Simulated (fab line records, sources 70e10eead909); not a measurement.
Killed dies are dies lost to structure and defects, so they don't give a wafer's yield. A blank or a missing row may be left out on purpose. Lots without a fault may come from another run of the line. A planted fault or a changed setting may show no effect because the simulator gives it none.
Which tool did it? | flow nand_harc | 13 lots, 39 wafers sampled, at 5 steps of a route of 1302

WHAT THE GAUGES READ, wafer by wafer
NHARC_END_SORT_01.
lot  | measured     | on        | defect_limited_yield (%) | killed_at_array | killed_at_other | killed_at_periphery | killed_dies | killed_open | killed_short | sort_bin_2_pct (%) | sort_bin_3_pct (%) | sort_bin_4_pct (%) | sort_n_pass | sort_rim_yield_pct (%) | sort_yield_pct (%)
L799 | day 27 13:50 | prober-01 | 25.4 29.1 29.4           | 505 479 477     | 0 0 1           | 0 1 0               | 505 480 478 | 2 3 1       | 1 3 2        | 32.8 28.5 27.3     | 6.5 7.1 5.8        | 35.3 35.3 37.5     | 172 197 199 | 18 28 27               | 25.4 29.1 29.4
L801 | day 28 08:29 | prober-02 | 28.4 27.9 31.0           | 484 486 465     | 0 0 1           | 1 2 1               | 485 488 467 | 1 2 1       | 0 0 1        | 28.8 28.4 26.4     | 6.1 7.4 4.6        | 36.8 36.3 38.0     | 192 189 210 | 34 30 27               | 28.4 27.9 31.0
L810 | day 32 21:12 | prober-01 | 93.6 94.2 94.4           | 40 38 36        | 1 0 0           | 2 1 2               | 43 39 38    | 3 0 1       | 1 7 1        | 2.2 1.3 1.5        | 0.6 0.9 0.3        | 3.5 3.5 3.8        | 634 638 639 | 95 95 98               | 93.6 94.2 94.4
L811 | day 32 22:49 | prober-02 | 93.9 91.4 91.9           | 41 52 53        | 0 2 1           | 0 4 1               | 41 58 55    | 5 4 5       | 3 2 0        | 2.2 2.7 2.7        | 0.4 0.9 1.0        | 3.4 5.0 4.4        | 636 619 622 | 92 94 99               | 93.9 91.4 91.9

WHICH TOOL RAN EACH LOT (tool, then ch and the chambers of the sampled wafers, then the start)
lot  | NHARC_A_M1_ANNEAL_31             | NHARC_A_M1_DEP_33               | NHARC_A_BONDPAD_PRE_CLEAN_26            | NHARC_A_BONDPAD_ECD_18
L791 | rtp_anneal-02 ch 0, day 23 04:11 | pecvd-04 ch 0,1,2, day 23 05:09 | pvd_sputter-01, day 23 08:21 or earlier | ecd_cu-02 ch 0,1, day 23 08:21
L792 | rtp_anneal-01 ch 0, day 23 06:09 | pecvd-03 ch 1,2, day 23 07:10   | pvd_sputter-01, day 23 10:53 or earlier | ecd_cu-02 ch 0,1, day 23 10:53
L793 | rtp_anneal-01 ch 0, day 23 10:55 | pecvd-01 ch 0,1,2, day 23 11:48 | pvd_sputter-02, day 23 15:08 or earlier | ecd_cu-01 ch 0,1, day 23 15:08
L794 | rtp_anneal-02 ch 0, day 24 00:01 | pecvd-04 ch 0,1,2, day 24 00:59 | pvd_sputter-02, day 24 04:17 or earlier | ecd_cu-02 ch 0,1, day 24 04:17
L795 | rtp_anneal-02 ch 0, day 24 11:18 | pecvd-03 ch 0,1, day 24 12:16   | pvd_sputter-02, day 24 15:26 or earlier | ecd_cu-01 ch 0,1, day 24 15:26
L799 | rtp_anneal-01 ch 0, day 26 03:47 | pecvd-01 ch 1,2, day 26 04:41   | pvd_sputter-02, day 26 08:11 or earlier | ecd_cu-01 ch 0,1, day 26 08:11
L801 | rtp_anneal-01 ch 0, day 26 20:56 | pecvd-04 ch 1,2, day 26 21:53   | pvd_sputter-01, day 27 01:07 or earlier | ecd_cu-01 ch 0, day 27 01:07
L808 | rtp_anneal-01 ch 0, day 30 10:43 | pecvd-04 ch 1,2, day 30 11:41   | pvd_sputter-02, day 30 14:54 or earlier | ecd_cu-01 ch 0,1, day 30 14:54
L809 | rtp_anneal-02 ch 0, day 30 14:34 | pecvd-04 ch 0,1,2, day 30 15:37 | pvd_sputter-02, day 30 18:42 or earlier | ecd_cu-01 ch 0,1, day 30 18:42
L810 | rtp_anneal-02 ch 0, day 31 02:22 | pecvd-01 ch 1,2, day 31 03:20   | pvd_sputter-02, day 31 06:47 or earlier | ecd_cu-02 ch 0,1, day 31 06:47
L811 | rtp_anneal-02 ch 0, day 31 06:28 | pecvd-01 ch 0,1,2, day 31 07:20 | pvd_sputter-02, day 31 10:44 or earlier | ecd_cu-01 ch 0,1, day 31 10:44
L812 | rtp_anneal-02 ch 0, day 31 18:21 | pecvd-04 ch 1,2, day 31 19:22   | pvd_sputter-01, day 31 22:40 or earlier | ecd_cu-01 ch 0,1, day 31 22:40
L813 | rtp_anneal-01 ch 0, day 31 22:55 | pecvd-04 ch 0,1,2, day 31 23:46 | pvd_sputter-03, day 32 03:10 or earlier | ecd_cu-02 ch 0,1, day 32 03:10
- NHARC_A_M1_ANNEAL_31: time 90 s.
- NHARC_A_M1_DEP_33: deposits SiCN, target thk 30 nm.
- NHARC_A_BONDPAD_PRE_CLEAN_26: time 30 s.
- NHARC_A_BONDPAD_ECD_18: material Cu, target thk 400 nm.

WHAT THE TOOLS THEMSELVES READ (means of the sampled wafers that have a number; where no wafer has one, the mark that the record gives instead)
NHARC_A_M1_ANNEAL_31.
lot  | tool          | wafer_temp_C_max
L791 | rtp_anneal-02 | 225.90
L792 | rtp_anneal-01 | 226.14
L793 | rtp_anneal-01 | 226.19
L794 | rtp_anneal-02 | 225.57
L795 | rtp_anneal-02 | 225.45
L799 | rtp_anneal-01 | 225.99
L801 | rtp_anneal-01 | 226.09
L808 | rtp_anneal-01 | 225.98
L809 | rtp_anneal-02 | 225.70
L810 | rtp_anneal-02 | 225.80
L811 | rtp_anneal-02 | 225.88
L812 | rtp_anneal-02 | 225.80
L813 | rtp_anneal-01 | 226.28

NHARC_A_M1_DEP_33.
lot  | tool     | heater_power_w (W) | rf_fwd_power_W (W)
L791 | pecvd-04 | 557                | 448.7
L792 | pecvd-03 | 632                | 448.3
L793 | pecvd-01 | 605                | 449.2
L794 | pecvd-04 | 631                | 449.1
L795 | pecvd-03 | 619                | 448.7
L799 | pecvd-01 | 630                | 446.8
L801 | pecvd-04 | 675                | 448.7
L808 | pecvd-04 | 625                | 449.5
L809 | pecvd-04 | 602                | 448.8
L810 | pecvd-01 | 660                | 449.5
L811 | pecvd-01 | 682                | 447.9
L812 | pecvd-04 | 610                | 449.6
L813 | pecvd-04 | 554                | 450.4

NHARC_A_BONDPAD_PRE_CLEAN_26.
lot  | tool           | heater_power_w (W)
L791 | pvd_sputter-01 | 389
L792 | pvd_sputter-01 | 431
L793 | pvd_sputter-02 | 414
L794 | pvd_sputter-02 | 407
L795 | pvd_sputter-02 | 419
L799 | pvd_sputter-02 | 407
L801 | pvd_sputter-01 | 363
L808 | pvd_sputter-02 | 401
L809 | pvd_sputter-02 | 390
L810 | pvd_sputter-02 | 425
L811 | pvd_sputter-02 | 411
L812 | pvd_sputter-01 | 403
L813 | pvd_sputter-03 | 391

THE ANSWER, worked out from the rows above alone
Rule: what is usual is taken from the lots themselves. Put in order of their means at a reading, lots are off if they are a third of the lots or fewer, leave a main group of 4 or more, and stand apart from it by a gap of 3 or more times the standard deviation of the main group's means; of several such gaps the widest counts. A main group whose means are all the same, to the digits that the tables above print for the reading, isn't used. A lot without any number at a reading at which 4 lots or more have one is off too. The other lots that the step has rows for count as sound. The gauges are gone through in route order, then the tools' own readings, and for those a lot's mean is taken as printed above. The first step at which some lot is off is used, and at that step the reading that is off furthest; a lot without a number counts as furthest.
No lot is off at any reading shown: from this, nothing can be told.

WHAT THE SIMULATOR HAD PUT IN
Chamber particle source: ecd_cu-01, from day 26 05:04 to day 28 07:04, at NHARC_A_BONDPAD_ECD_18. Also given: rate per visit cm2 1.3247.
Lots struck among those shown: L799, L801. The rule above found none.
